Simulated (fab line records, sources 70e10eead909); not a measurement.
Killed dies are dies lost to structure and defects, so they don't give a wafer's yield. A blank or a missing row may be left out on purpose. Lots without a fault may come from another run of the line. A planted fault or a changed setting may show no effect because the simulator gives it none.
Chamber matching | flow nand_harc | NHARC_A_M1_ETCH_35 on rie_diel-12: 4 sister chambers
The step etches the open film in N2/H2, target depth 40 nm, overetch 12 nm, time 43.94 s. 24 wafers are shown with their chamber, then 12 later ones without.

WAFERS WITH THEIR CHAMBER
wafer  | chamber | drypump_motor_current_A (A) | rf_vpp_V (V) | oes_product_au (a.u.)
L074.1 | 3       | 5.1                         | 428.0        | 0.992
L074.5 | 1       | 5.7                         | 429.0        | 0.999
L074.6 | 0       | 5.3                         | 431.1        | 1.009
L077.1 | 1       | 5.7                         | 427.6        | 1.008
L077.4 | 0       | 5.3                         | 431.3        | 1.016
L077.6 | 1       | 5.7                         | 427.0        | 1.008
L083.3 | 1       | 5.7                         | 429.0        | 0.999
L083.5 | 1       | 5.7                         | 427.8        | 1.005
L083.6 | 0       | 5.4                         | 432.4        | 1.015
L082.2 | 0       | 5.3                         | 430.2        | 1.007
L082.4 | 3       | 5.1                         | 428.3        | 1.013
L082.6 | 0       | 5.3                         | 432.2        | 1.007
L088.2 | 3       | 5.1                         | 429.5        | 1.004
L088.5 | 0       | 5.3                         | 430.7        | 1.006
L088.6 | 1       | 5.7                         | 427.2        | 0.997
L085.4 | 0       | 5.3                         | 430.9        | 1.004
L085.5 | 2       | 5.4                         | 433.5        | 0.992
L085.6 | 3       | 5.1                         | 429.2        | 0.998
L080.1 | 2       | 5.4                         | 433.5        | 0.994
L080.2 | 3       | 5.1                         | 429.3        | 1.003
L080.4 | 1       | 5.7                         | 425.6        | 0.997
L087.4 | 1       | 5.7                         | 427.3        | 1.002
L087.5 | 0       | 5.3                         | 430.0        | 0.999
L087.6 | 3       | 5.1                         | 430.1        | 0.990

SIGNATURES (means of the wafers above)
reading                 | chamber 0 | chamber 1 | chamber 2 | chamber 3 | scatter within a chamber
drypump_motor_current_A | 5.312     | 5.700     | 5.400     | 5.100     | 0.0209
rf_vpp_V                | 431.100   | 427.562   | 433.500   | 429.067   | 0.916
oes_product_au          | 1.00787   | 1.00188   | 0.99300   | 1.00000   | 0.00604
Rule: a wafer's distance from a chamber is the root of the sum, over the readings, of the square of ((its reading less the chamber's mean) divided by the reading's scatter). The wafer belongs to the nearest chamber; if the next one is less than 2 further off, it can't be placed. The scatter: the root of (the sum of the squares of (reading less its chamber's mean) over the shown wafers, divided by (wafers less chambers)).

WAFERS WITHOUT THEIR CHAMBER
wafer  | drypump_motor_current_A (A) | rf_vpp_V (V) | oes_product_au (a.u.)
L094.1 | 5.4                         | 434.1        | 0.988
L094.5 | 5.3                         | 431.2        | 0.994
L094.6 | 5.1                         | 428.9        | 1.003
L097.3 | 5.4                         | 433.5        | 0.993
L097.4 | 5.1                         | 429.3        | 0.990
L097.6 | 5.3                         | 431.1        | 0.997
L096.2 | 5.4                         | 433.3        | 0.999
L096.5 | 5.1                         | 428.5        | 1.009
L096.6 | 5.3                         | 431.1        | 1.007
L095.1 | 5.4                         | 431.8        | 1.001
L095.2 | 5.1                         | 429.5        | 1.006
L095.6 | 5.4                         | 433.2        | 1.011

WHICH CHAMBER EACH WENT THROUGH
wafer  | from the rows above     | in truth
L094.1 | 2                       | 2
L094.5 | 0                       | 0
L094.6 | 3                       | 3
L097.3 | 2                       | 2
L097.4 | 3                       | 3
L097.6 | 0                       | 0
L096.2 | 2                       | 2
L096.5 | 3                       | 3
L096.6 | 0                       | 0
L095.1 | 2                       | 2
L095.2 | 3                       | 3
L095.6 | can't be placed: 2 or 0 | 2
Placed correctly: 11 of 12. Can't be placed from these rows: 1 (the true chamber is among the candidates in 1). Placed wrongly: 0.
